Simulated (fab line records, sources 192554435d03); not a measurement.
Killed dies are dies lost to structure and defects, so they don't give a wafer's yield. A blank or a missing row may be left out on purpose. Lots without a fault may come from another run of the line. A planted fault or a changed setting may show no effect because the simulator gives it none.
Chamber matching | flow n5_finfet | N5_BEOL_M2_ILD_DEP_00 on pecvd-03: 3 sister chambers
The step deposits SiOC from DEMS/O2, target thk 79 nm, time 15.3 s. 3 wafers are shown with their chamber, then 12 later ones without.

WAFERS WITH THEIR CHAMBER
wafer  | chamber | throttle_valve_pct (%)
L087.4 | 1       | 11.2
L087.5 | 2       | 11.7
L087.6 | 0       | 13.6

WAFERS WITHOUT THEIR CHAMBER
wafer  | throttle_valve_pct (%)
L088.3 | 11.1
L088.5 | 11.4
L088.6 | 13.4
L094.1 | 13.3
L094.2 | 11.3
L094.6 | 11.6
L096.1 | 13.5
L096.2 | 11.5
L096.6 | 11.1
L097.1 | 11.8
L097.3 | 11.1
L097.5 | 13.7

WHICH CHAMBER EACH WENT THROUGH
wafer  | from the rows above     | in truth
L088.3 | 1                       | 1
L088.5 | can't be placed: 1 or 2 | 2
L088.6 | 0                       | 0
L094.1 | 0                       | 0
L094.2 | can't be placed: 1 or 2 | 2
L094.6 | can't be placed: 2 or 1 | 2
L096.1 | 0                       | 0
L096.2 | can't be placed: 2 or 1 | 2
L096.6 | 1                       | 1
L097.1 | 2                       | 2
L097.3 | 1                       | 1
L097.5 | 0                       | 0
Placed correctly: 8 of 12. Can't be placed from these rows: 4 (the true chamber is among the candidates in 4). Placed wrongly: 0.
How it was worked out, from the rows above alone: a wafer's distance from a chamber is the root of the sum, over the readings, of the square of ((its reading less the chamber's mean) divided by the reading's scatter). The wafer belongs to the nearest chamber; if the next one is less than 2 further off, it can't be placed. A chamber's mean is the mean of its shown wafers. The scatter: with one shown wafer a chamber, the root of the mean of the squares of how far each hidden wafer lies from its nearest shown one.
